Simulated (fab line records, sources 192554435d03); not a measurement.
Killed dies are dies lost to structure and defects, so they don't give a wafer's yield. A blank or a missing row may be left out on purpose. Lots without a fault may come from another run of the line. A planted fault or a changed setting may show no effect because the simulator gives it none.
Split-lot experiment | flow n5_finfet | 7 lots, 39 wafers read, on a route of 1938 steps

THE SPLIT
At N5_BEOL_M1_DEP_57 (deposits SiCN from 3MS/NH3, target thk 8 nm, time 14 s), the setting target_thk_a was moved away from the recipe's 80 angstrom on 18 of the 39 wafers read, by -30.8% to +52.9%. The other wafers ran this setting at the recipe's value.

The reading is taken at the split's own step.

THE READING
SiCN_of_BEOL_M1_DEP_57.thk_nm (the simulator's own value, which no gauge read), in nm, at N5_BEOL_M1_DEP_57 (deposits SiCN from 3MS/NH3, target thk 8 nm, time 14 s). The file gives no usual value for it. The 21 wafers here that ran the recipe average 8.0 nm, standard deviation 0.17 nm.

wafer  | tool, chamber at the split | target_thk_a as run, angstrom | against the recipe | SiCN_of_BEOL_M1_DEP_57.thk_nm, nm | against lot-mates on the recipe
L075.1 | pecvd-02, 1                | 80                            | recipe             | 7.8                               | -
L075.2 | pecvd-02, 2                | 102.3                         | +27.9%             | 10.2                              | +2.1
L075.3 | pecvd-02, 1                | 80                            | recipe             | 8.2                               | -
L075.6 | pecvd-02, 1                | 80                            | recipe             | 8.2                               | -
L075.4 | pecvd-02, 2                | 102.3                         | +27.9%             | 10.4                              | +2.3
L075.5 | pecvd-02, 2                | 102.3                         | +27.9%             | 10.4                              | +2.3
L074.2 | pecvd-03, 1                | 80                            | recipe             | 8.2                               | -
L074.3 | pecvd-03, 2                | 80                            | recipe             | 8                                 | -
L074.5 | pecvd-03, 1                | 80                            | recipe             | 8.4                               | -
L077.1 | pecvd-02, 0                | 80                            | recipe             | 7.8                               | -
L077.5 | pecvd-02, 0                | 80                            | recipe             | 7.8                               | -
L077.2 | pecvd-02, 1,2              | 55.38                         | -30.8%             | 5.4                               | -2.5
L077.3 | pecvd-02, 1,2              | 55.38                         | -30.8%             | 5.4                               | -2.5
L077.4 | pecvd-02, 1                | 55.38                         | -30.8%             | 5.8                               | -2.1
L077.6 | pecvd-02, 2                | 80                            | recipe             | 8                                 | -
L079.1 | pecvd-02, 0                | 93.13                         | +16.4%             | 9                                 | +1.1
L079.2 | pecvd-02, 1,2              | 80                            | recipe             | 8                                 | -
L079.4 | pecvd-02, 1,2              | 80                            | recipe             | 8                                 | -
L079.3 | pecvd-02, 2                | 80                            | recipe             | 7.8                               | -
L079.5 | pecvd-02, 0                | 93.13                         | +16.4%             | 9.2                               | +1.3
L079.6 | pecvd-02, 1                | 93.13                         | +16.4%             | 9.6                               | +1.7
L085.1 | pecvd-01, 2                | 114.4                         | +43.0%             | 11.2                              | +3.3
L085.2 | pecvd-01, 0,1              | 114.4                         | +43.0%             | 11.4                              | +3.5
L085.3 | pecvd-01, 0,1              | 114.4                         | +43.0%             | 11.4                              | +3.5
L085.4 | pecvd-01, 1                | 80                            | recipe             | 7.8                               | -
L085.5 | pecvd-01, 0,2              | 80                            | recipe             | 8                                 | -
L085.6 | pecvd-01, 0,2              | 80                            | recipe             | 8                                 | -
L091.1 | pecvd-03, 0                | 80                            | recipe             | 7.8                               | -
L091.2 | pecvd-03, 2,0              | 80                            | recipe             | 8                                 | -
L091.4 | pecvd-03, 2,0              | 80                            | recipe             | 8                                 | -
L091.3 | pecvd-03, 1                | 122.3                         | +52.9%             | 12                                | +4.1
L091.5 | pecvd-03, 2                | 122.3                         | +52.9%             | 12.4                              | +4.5
L091.6 | pecvd-03, 1                | 122.3                         | +52.9%             | 12.2                              | +4.3
L094.1 | pecvd-02, 2,0              | 67.84                         | -15.2%             | 6.6                               | -1.2
L094.2 | pecvd-02, 2,0              | 67.84                         | -15.2%             | 6.6                               | -1.2
L094.3 | pecvd-02, 1,1,2            | 80                            | recipe             | 7.8                               | -
L094.4 | pecvd-02, 1,1,2            | 80                            | recipe             | 7.8                               | -
L094.5 | pecvd-02, 1,1,2            | 80                            | recipe             | 7.8                               | -
L094.6 | pecvd-02, 0                | 67.84                         | -15.2%             | 6.8                               | -1.0
Where a row lists several chambers, the file gives one row for several wafers and doesn't say which wafer went through which chamber.

THE FIT
A straight line over all 39 wafers: SiCN_of_BEOL_M1_DEP_57.thk_nm changes by +0.0802 nm for each +1% of target_thk_a; r = +1.00; the points scatter about the line by 0.18 nm.
The same after taking each lot's own level away (the mean of its wafers on the recipe; 39 wafers): +0.0791 nm for each +1%; r = +1.00; scatter 0.15 nm.
On that fit, the largest move of target_thk_a shifts the reading by 4.2 nm.
The lots' own levels span 7.80 to 8.20 nm, that is 2.3 times the standard deviation above.
So the lot-to-lot level changes the slope little: the two slopes agree.
Check: with one of the wafers moved furthest among these (+52.9%) left out of the fit, the line predicts +4.23 nm for it against its lot-mates. It came out at +4.07 nm against them.

THE FILE'S OWN FIT
SiCN_of_BEOL_M1_DEP_57.thk_nm changes by +0.0795 nm for each +1% of target_thk_a, r = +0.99.
